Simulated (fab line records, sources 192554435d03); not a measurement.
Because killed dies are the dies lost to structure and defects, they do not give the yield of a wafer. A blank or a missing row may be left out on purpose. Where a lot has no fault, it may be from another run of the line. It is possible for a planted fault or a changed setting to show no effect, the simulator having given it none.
Which tool was responsible?	flow n5_finfet	Sampling: 23 lots, 69 wafers, 3 of 1938 route steps

## WHAT EACH GAUGE READ, for each wafer
N5_ILD0_INSPECT_06: inspects for defects (darkfield).
lot	measured	on	raw_defect_count
L074	day 3 14:35	defect_inspect-02	57 72 67
L075	day 3 21:15	defect_inspect-02	36 38 33
L076	day 4 06:07	defect_inspect-01	32 65 28
L077	day 4 11:08	defect_inspect-01	68 87 36
L078	day 4 18:33	defect_inspect-01	36 77 28
L079	day 5 00:46	defect_inspect-01	52 31 33
L080	day 5 05:10	defect_inspect-02	59 28 48
L082	day 5 16:23	defect_inspect-01	47 66 39
L083	day 5 22:12	defect_inspect-02	38 32 41
L084	day 6 03:31	defect_inspect-02	21 39 17
L085	day 6 15:29	defect_inspect-02	25 32 44
L086	day 6 21:58	defect_inspect-02	56 44 24
L087	day 7 00:56	defect_inspect-01	20 15 39
L088	day 7 04:43	defect_inspect-01	24 27 30
L089	day 7 12:23	defect_inspect-02	23 28 26
L090	day 7 18:24	defect_inspect-01	15 44 18
L091	day 8 02:03	defect_inspect-02	46 46 36
L092	day 8 04:34	defect_inspect-01	35 70 29
L093	day 8 12:26	defect_inspect-02	38 20 32
L094	day 8 18:01	defect_inspect-02	38 32 26
L095	day 9 01:00	defect_inspect-02	25 44 36
L096	day 9 08:22	defect_inspect-01	27 28 28
L097	day 9 10:58	defect_inspect-01	45 30 52

## WHICH TOOL RAN EACH LOT (tool, then ch and the chambers of the sampled wafers, then the start)
lot	N5_SD_EPI_N_LINER_46	N5_SD_EPI_P_ETCHBACK_46
L074	ald_sin-04 ch 0,1, day 3 02:57	rie_diel-04 ch 0,2, day 3 04:07
L075	ald_sin-01 ch 0,2, day 3 09:49	rie_diel-04 ch 0,3, day 3 10:51
L076	ald_sin-03 ch 1,2,3, day 3 18:32	rie_diel-01 ch 2,3, day 3 19:41
L077	ald_sin-03 ch 1,3, day 3 23:35	rie_diel-01 ch 2,3, day 4 00:37
L078	ald_sin-03 ch 0,1, day 4 06:48	rie_diel-06 ch 2,3, day 4 07:57
L079	ald_sin-04 ch 1,2,3, day 4 12:10	rie_diel-06 ch 1,2, day 4 13:28
L080	ald_sin-01 ch 2,3, day 4 16:11	rie_diel-06 ch 1,2,3, day 4 17:21
L082	ald_sin-01 ch 0,1,2, day 5 04:55	rie_diel-06 ch 1,2,3, day 5 06:01
L083	ald_sin-03 ch 1,2,3, day 5 10:32	rie_diel-04 ch 2,3, day 5 11:53
L084	ald_sin-03 ch 0,2,3, day 5 15:31	rie_diel-01 ch 1,2, day 5 16:40
L085	ald_sin-03 ch 1,2, day 6 04:08	rie_diel-01 ch 0,1, day 6 05:10
L086	ald_sin-04 ch 0,1,2, day 6 09:24	rie_diel-04 ch 1,2,3, day 6 11:16
L087	ald_sin-03 ch 1,3, day 6 12:49	rie_diel-06 ch 0,1,3, day 6 14:17
L088	ald_sin-04 ch 1,2,3, day 6 17:18	rie_diel-01 ch 1,3, day 6 18:20
L089	ald_sin-01 ch 0,2,3, day 7 00:44	rie_diel-01 ch 1,2,3, day 7 01:54
L090	ald_sin-04 ch 0,3, day 7 06:25	rie_diel-01 ch 0,2,3, day 7 07:27
L091	ald_sin-04 ch 1,2,3, day 7 14:05	rie_diel-06 ch 0,3, day 7 15:30
L092	ald_sin-03 ch 1,3, day 7 16:20	rie_diel-06 ch 1,2,3, day 7 17:23
L093	ald_sin-01 ch 0,1,2, day 8 00:40	rie_diel-06 ch 0,1, day 8 01:49
L094	ald_sin-03 ch 0,3, day 8 04:46	rie_diel-06 ch 0,1, day 8 05:55
L095	ald_sin-04 ch 0,1,2, day 8 11:06	rie_diel-01 ch 1,2,3, day 8 12:18
L096	ald_sin-04 ch 1,2,3, day 8 20:12	rie_diel-04 ch 1,2,3, day 8 21:14
L097	ald_sin-04 ch 0,2,3, day 8 23:32	rie_diel-01 ch 1,2, day 9 00:38
- N5_SD_EPI_N_LINER_46: material SiNx, target thk 3 nm.
- N5_SD_EPI_P_ETCHBACK_46: etches SiNx in CH3F/O2, stops on SiO2, target depth 17.5 nm.

## WHAT THE TOOLS THEMSELVES READ (means of the sampled wafers that have a number; where no wafer has one, the mark that the record gives instead)
N5_SD_EPI_N_LINER_46.
lot	tool	heater_power_w (W)	susceptor_temp_C (C)
L074	ald_sin-04	738	399.96
L075	ald_sin-01	811	400.12
L076	ald_sin-03	840	399.87
L077	ald_sin-03	912	399.90
L078	ald_sin-03	872	399.81
L079	ald_sin-04	811	400.10
L080	ald_sin-01	914	399.90
L082	ald_sin-01	885	399.93
L083	ald_sin-03	849	399.98
L084	ald_sin-03	848	400.21
L085	ald_sin-03	822	399.93
L086	ald_sin-04	772	399.79
L087	ald_sin-03	895	399.63
L088	ald_sin-04	819	399.97
L089	ald_sin-01	865	400.06
L090	ald_sin-04	740	399.90
L091	ald_sin-04	826	399.87
L092	ald_sin-03	888	400.08
L093	ald_sin-01	878	400.15
L094	ald_sin-03	916	399.89
L095	ald_sin-04	769	400.04
L096	ald_sin-04	824	399.86
L097	ald_sin-04	786	399.80

N5_SD_EPI_P_ETCHBACK_46.
lot	tool	drypump_motor_current_A (A)	oes_product_au (a.u.)	rf_vpp_V (V)	showerhead_plenum_p_Torr (Torr)	throttle_valve_pct (%)
L074	rie_diel-04	5.9	0.66	298	1.93	16.44
L075	rie_diel-04	5.5	0.59	296	1.94	16.51
L076	rie_diel-01	5.2	0.63	298	1.97	16.35
L077	rie_diel-01	5.2	0.62	299	1.97	16.35
L078	rie_diel-06	5.6	0.63	299	1.96	16.68
L079	rie_diel-06	6.0	0.62	304	2.03	16.61
L080	rie_diel-06	5.6	0.62	302	1.98	16.58
L082	rie_diel-06	5.5	0.62	302	1.98	16.58
L083	rie_diel-04	6.1	0.72	300	1.97	16.32
L084	rie_diel-01	5.5	0.69	296	1.97	16.29
L085	rie_diel-01	6.3	0.73	293	2.03	16.16
L086	rie_diel-04	6.0	0.71	300	2.03	16.31
L087	rie_diel-06	5.4	0.69	299	1.98	16.37
L088	rie_diel-01	5.8	0.63	296	1.99	16.33
L089	rie_diel-01	5.7	0.66	296	1.98	16.32
L090	rie_diel-01	5.3	0.66	298	1.98	16.31
L091	rie_diel-06	5.5	0.67	297	1.95	16.50
L092	rie_diel-06	5.5	0.69	301	1.98	16.46
L093	rie_diel-06	5.4	0.68	302	2.01	16.30
L094	rie_diel-06	5.4	0.68	302	2.01	16.30
L095	rie_diel-01	5.7	0.72	296	1.98	16.19
L096	rie_diel-04	6.0	0.69	299	2.02	16.35
L097	rie_diel-01	6.1	0.68	295	2.00	16.28

## THE ANSWER, worked out from the rows above alone
Rule: usual is defined by the lots themselves. Put in order of their means at a reading, lots are off if they are a third of the lots or fewer, leave a main group of 4 or more, and stand apart from it by a gap of 3 or more times the standard deviation of the main group's means; of several such gaps the widest counts. The tables above print the reading to a certain number of digits; a main group whose means all agree to those digits is not used. Also off: a lot with no number at a reading for which 4 or more lots have one. The other lots that the step has rows for count as sound. Order of review: gauges by route order, followed by the tools' own readings, for which a lot's mean as printed above is used. The first step at which some lot is off is used, and at that step the reading that is off furthest; a lot without a number counts as furthest.
No lot is off at any reading shown: from this, nothing can be told.

## WHAT THE SIMULATOR HAD INSERTED
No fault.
